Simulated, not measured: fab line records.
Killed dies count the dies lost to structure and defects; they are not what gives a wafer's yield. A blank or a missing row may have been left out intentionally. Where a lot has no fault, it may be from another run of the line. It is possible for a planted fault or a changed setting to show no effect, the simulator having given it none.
Which tool did it? | flow n5-finfet | Sampling: 11 lots, 31 wafers, 4 of 1938 route steps

WHAT THE GAUGES SHOWED, per wafer
Not one reading of a measure or inspect step in the record can be checked against a usual standard deviation.

WHAT TOOL EACH LOT RAN ON (gives the tool, then ch and the chambers of the sampled wafers, and finally the start)
lot  | N5_BEOL_M9_DESCUM_33               | N5_BEOL_M9_ETCH_76                 | N5_BEOL_M9_HM_STRIP_39              | N5_BEOL_M9_SURFACE_TREAT_79
L481 | rie-diel-06 ch 0,1,2, day 10 01:44 | rie-diel-06 ch 0,1,2, day 10 01:46 | wet-bench-06 ch 2,4,5, day 10 02:13 | pvd-sputter-02, day 10 03:24
L484 | rie-diel-06 ch 1,2, day 10 05:40   | rie-diel-06 ch 1,2, day 10 05:43   | wet-bench-06 ch 2,5,6, day 10 06:10 | pvd-sputter-02, day 10 07:12
L483 | rie-diel-01 ch 0,1, day 10 08:49   | rie-diel-01 ch 0,1, day 10 08:51   | wet-bench-06 ch 4,6,7, day 10 09:18 | pvd-sputter-01, day 10 10:21
L485 | rie-diel-06 ch 2,3, day 11 03:11   | rie-diel-06 ch 2,3, day 11 03:14   | wet-bench-04 ch 1,6,7, day 11 03:41 | pvd-sputter-03, day 11 05:06
L486 | rie-diel-01 ch 0,2, day 11 04:47   | rie-diel-01 ch 0,2, day 11 04:49   | wet-bench-05 ch 4,5,6, day 11 05:17 | pvd-sputter-03, day 11 06:46
L488 | rie-diel-01 ch 0,3, day 11 14:45   | rie-diel-01 ch 0,3, day 11 14:47   | wet-bench-04 ch 2,4,5, day 11 15:14 | pvd-sputter-03, day 11 16:42
L489 | rie-diel-06 ch 1,2, day 12 01:17   | rie-diel-06 ch 1,2, day 12 01:19   | wet-bench-06 ch 3,6, day 12 01:46   | pvd-sputter-02, day 12 03:29
L490 | rie-diel-01 ch 0,1, day 12 08:28   | rie-diel-01 ch 0,1, day 12 08:30   | wet-bench-05 ch 0,2,5, day 12 08:57 | pvd-sputter-01, day 12 09:58
L496 | rie-diel-01 ch 0,1,3, day 13 18:08 | rie-diel-01 ch 0,1,3, day 13 18:10 | wet-bench-05 ch 4,6,7, day 13 18:37 | pvd-sputter-01, day 13 20:37
L501 | rie-diel-01 ch 0,1,2, day 14 20:19 | rie-diel-01 ch 0,1,2, day 14 20:20 | wet-bench-06 ch 1,2,3, day 14 20:48 | pvd-sputter-03, day 14 21:56
L504 | rie-diel-06 ch 2, day 16 08:32     | rie-diel-06 ch 2, day 16 08:34     | wet-bench-04 ch 1,4, day 16 09:01   | pvd-sputter-02, day 16 09:56
- N5_BEOL_M9_DESCUM_33: chemistry O2, time 7 s.
- N5_BEOL_M9_ETCH_76: etches underlayer in N2/H2, target depth 6.5 nm, time 5.2 s.
- N5_BEOL_M9_HM_STRIP_39: strips TiN in peroxide tin strip, target depth 25 nm, time 158 s.
- N5_BEOL_M9_SURFACE_TREAT_79

AS READ BY THE TOOLS THEMSELVES (means over the sampled wafers that have a number; for cases with no such wafer, the mark the record gives instead)
N5_BEOL_M9_DESCUM_33. Usual: drypump-motor-current-A 5.6 A, standard deviation 0.31; oes-product-au 0.79 a.u., standard deviation 0.089; rf-vpp-V 243.4 V, standard deviation 1; showerhead-plenum-p-Torr 2.11 Torr, standard deviation 0.045; throttle-valve-pct 20.40 %, standard deviation 0.21.
lot  | tool        | drypump-motor-current-A (A) | oes-product-au (a.u.) | rf-vpp-V (V) | showerhead-plenum-p-Torr (Torr) | throttle-valve-pct (%) | flag
L481 | rie-diel-06 | 5.6                         | 0.79                  | 244.0        | 2.12                            | 20.31                  |
L484 | rie-diel-06 | 5.4                         | 0.78                  | 242.8        | 2.10                            | 20.40                  |
L483 | rie-diel-01 | 6.1                         | 0.80                  | 242.9        | 2.16                            | 20.69                  |
L485 | rie-diel-06 | 5.4                         | 0.74                  | 242.6        | 2.06                            | 20.55                  |
L486 | rie-diel-01 | 5.6                         | 0.73                  | 242.9        | 2.10                            | 20.48                  |
L488 | rie-diel-01 | 5.8                         | 0.76                  | 244.1        | 2.14                            | 20.26                  |
L489 | rie-diel-06 | 5.4                         | 0.80                  | 243.1        | 2.11                            | 20.34                  |
L490 | rie-diel-01 | 6.0                         | 0.92                  | 244.2        | 2.16                            | 20.61                  |
L496 | rie-diel-01 | 6.0                         | 0.81                  | 243.8        | 2.14                            | 20.46                  |
L501 | rie-diel-01 | 5.8                         | 0.87                  | 243.4        | 2.12                            | 20.50                  |
L504 | rie-diel-06 | 5.5                         | 0.67                  | 242.8        | 2.07                            | 20.66                  |

N5_BEOL_M9_ETCH_76. Usual: drypump-motor-current-A 5.6 A, standard deviation 0.31; etch-rf-on-time-s 5.22 s, standard deviation 0.13; oes-product-au 0.68 a.u., standard deviation 0.077; rf-vpp-V 524.4 V, standard deviation 1.9; showerhead-plenum-p-Torr 2.57 Torr, standard deviation 0.055; throttle-valve-pct 17.89 %, standard deviation 0.22.
lot  | tool        | drypump-motor-current-A (A) | etch-rf-on-time-s (s) | oes-product-au (a.u.) | rf-vpp-V (V) | showerhead-plenum-p-Torr (Torr) | throttle-valve-pct (%) | flag
L481 | rie-diel-06 | 5.6                         | 5.41                  | 0.66                  | 524.2        | 2.59                            | 17.79                  |
L484 | rie-diel-06 | 5.5                         | 5.43                  | 0.66                  | 522.6        | 2.55                            | 17.77                  |
L483 | rie-diel-01 | 6.1                         | 5.28                  | 0.68                  | 524.8        | 2.61                            | 18.15                  |
L485 | rie-diel-06 | 5.5                         | 5.26                  | 0.63                  | 523.4        | 2.50                            | 18.00                  |
L486 | rie-diel-01 | 5.6                         | 5.22                  | 0.62                  | 523.9        | 2.53                            | 17.93                  |
L488 | rie-diel-01 | 5.9                         | 5.16                  | 0.66                  | 525.4        | 2.61                            | 17.80                  |
L489 | rie-diel-06 | 5.4                         | 5.35                  | 0.68                  | 524.1        | 2.55                            | 17.70                  |
L490 | rie-diel-01 | 6.0                         | 5.16                  | 0.78                  | 525.5        | 2.61                            | 18.01                  |
L496 | rie-diel-01 | 6.0                         | 5.21                  | 0.70                  | 525.0        | 2.60                            | 17.95                  |
L501 | rie-diel-01 | 5.8                         | 5.20                  | 0.75                  | 523.3        | 2.56                            | 17.90                  |
L504 | rie-diel-06 | 5.5                         | 5.31                  | 0.57                  | 523.3        | 2.51                            | 18.08                  |

N5_BEOL_M9_HM_STRIP_39. Usual: run-length-s 164.9 s, standard deviation 2.9.
lot  | tool         | run-length-s (s) | flag
L481 | wet-bench-06 | 163.5            |
L484 | wet-bench-06 | 163.9            |
L483 | wet-bench-06 | 163.8            |
L485 | wet-bench-04 | 164.1            |
L486 | wet-bench-05 | 171.9            |
L488 | wet-bench-04 | 162.7            |
L489 | wet-bench-06 | 164.8            |
L490 | wet-bench-05 | 165.1            |
L496 | wet-bench-05 | 154.5            | OFF
L501 | wet-bench-06 | 164.2            |
L504 | wet-bench-04 | 163.6            |

THE ANSWER, worked out from the rows above alone
Rule: lot off if the mean of its wafers having a number is beyond 3 standard deviations from the usual mean. Also off: a lot with no number at a reading for which 4 or more lots have one. All remaining lots with rows at the step are treated as sound. First the gauges in route order, then the tools' own readings, where a lot's mean is used as printed above. At the first step where some lot is off, the reading lying furthest off is the one used; lots without a number count as furthest.
Off, at N5_BEOL_M9_HM_STRIP_39 on run-length-s: L496.
A tool fits if, at that step or a process step before it, it ran every lot that is off, and no sound lot after the first of them. One candidate fits, namely wet-bench-05 at N5_BEOL_M9_HM_STRIP_39. A fault onset in the window from L490 (day 12 08:57, its last sound lot) to L496 (day 13 18:37, its first lot off) fits.

WHAT HAD BEEN PUT IN BY THE SIMULATOR
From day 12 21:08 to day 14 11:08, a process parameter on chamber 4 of wet-bench-05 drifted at N5_BEOL_M9_HM_STRIP_39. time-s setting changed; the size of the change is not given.
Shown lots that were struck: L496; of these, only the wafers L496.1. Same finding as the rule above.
